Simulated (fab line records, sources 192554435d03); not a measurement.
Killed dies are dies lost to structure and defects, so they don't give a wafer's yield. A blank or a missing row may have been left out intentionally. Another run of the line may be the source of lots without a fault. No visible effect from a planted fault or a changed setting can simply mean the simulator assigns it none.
Which tool was responsible?	flow n5_finfet	Sampling: 9 lots, 26 wafers, 4 of 1938 route steps

== WHAT EACH GAUGE READ, for each wafer ==
N5_SD_ACTIVATION_RS_MEAS_03: a four-point-probe measurement.
lot	measured	on	RS_SD_N (ohm/sq)
L364	day 3 18:41	film_metro-01	21.86 21.70 21.57
L370	day 5 05:07	film_metro-01	21.64 21.38 21.91
L372	day 5 17:44	film_metro-01	22.16 22.11 21.90
L374	day 6 06:16	film_metro-01	22.35 22.19 22.27
L379	day 7 10:53	film_metro-02	21.71 21.47 21.75
L382	day 8 05:19	film_metro-01	20.63 20.81 20.15
L383	day 8 13:31	film_metro-02	20.36 20.65 20.27
L385	day 9 00:52	film_metro-02	21.85 21.81 21.68
L386	day 9 09:59	film_metro-01	22.04 22.16

== EACH LOT AND THE TOOL THAT RAN IT (in order: tool; ch and the chambers of the sampled wafers; start) ==
lot	N5_SD_EPI_N_EPI_21	N5_SD_EPI_P_DESCUM_14	N5_SD_EPI_P_SD_RECESS_17
L364	epi_rpcvd-03 ch 0, day 3 11:15	rie_diel-04 ch 0,2,3, day 3 14:28	rie_si-02 ch 0,3, day 3 15:09
L370	epi_rpcvd-02 ch 0, day 4 22:02	rie_diel-04 ch 2,3, day 5 00:56	rie_si-01 ch 1,2, day 5 01:37
L372	epi_rpcvd-02 ch 0, day 5 10:27	rie_diel-01 ch 1,2,3, day 5 13:13	rie_si-04 ch 0,1,3, day 5 13:55
L374	epi_rpcvd-01 ch 0, day 5 23:21	rie_diel-01 ch 0,3, day 6 02:07	rie_si-01 ch 0,1,3, day 6 02:48
L379	epi_rpcvd-02 ch 0, day 7 03:13	rie_diel-01 ch 0,2, day 7 06:41	rie_si-02 ch 0,3, day 7 07:22
L382	epi_rpcvd-02 ch 0, day 7 22:38	rie_diel-01 ch 1,2,3, day 8 01:08	rie_si-04 ch 0,1,2, day 8 01:49
L383	epi_rpcvd-02 ch 0, day 8 07:07	rie_diel-01 ch 0,2,3, day 8 09:19	rie_si-04 ch 1,2,3, day 8 10:00
L385	epi_rpcvd-01 ch 0, day 8 17:28	rie_diel-04 ch 0,1,3, day 8 20:41	rie_si-02 ch 0,2, day 8 21:22
L386	epi_rpcvd-03 ch 0, day 9 01:37	rie_diel-04 ch 1,2, day 9 04:58	rie_si-04 ch 0,3, day 9 05:40
- N5_SD_EPI_N_EPI_21: deposits Si:P, time 690 s.
- N5_SD_EPI_P_DESCUM_14: chemistry O2, time 7.9 s.
- N5_SD_EPI_P_SD_RECESS_17: chemistry HBr/Cl2/O2, target depth 39.1 nm, bt time 3 s.

== THE ANSWER, worked out from the rows above alone ==
Rule: the lots themselves supply what counts as usual. The widest of any qualifying gaps counts: lots, ordered by their means at a reading, are off when they make up no more than a third of the lots, leave a main group of 4 or more, and stand apart from it by 3 or more times the standard deviation of that group's means. A main group is skipped when, at the precision printed for the reading in the tables above, its means are all equal. Also off: a lot with no number at a reading for which 4 or more lots have one. Where the step has rows for the other lots, those lots are counted as sound.
Off: L382, L383, seen at N5_SD_ACTIVATION_RS_MEAS_03 (RS_SD_N). The main group: mean 21.89 ohm/sq, standard deviation 0.23.
A tool fits if, at a process step before that reading, it ran every lot that is off, and no sound lot after the first of them. Those tools and the gauges at N5_SD_ACTIVATION_RS_MEAS_03 are tried in the same way. This does not decide it: 2 tools fit, namely epi_rpcvd-02 at N5_SD_EPI_N_EPI_21 and rie_diel-01 at N5_SD_EPI_P_DESCUM_14.

== WHAT HAD BEEN PUT IN BY THE SIMULATOR ==
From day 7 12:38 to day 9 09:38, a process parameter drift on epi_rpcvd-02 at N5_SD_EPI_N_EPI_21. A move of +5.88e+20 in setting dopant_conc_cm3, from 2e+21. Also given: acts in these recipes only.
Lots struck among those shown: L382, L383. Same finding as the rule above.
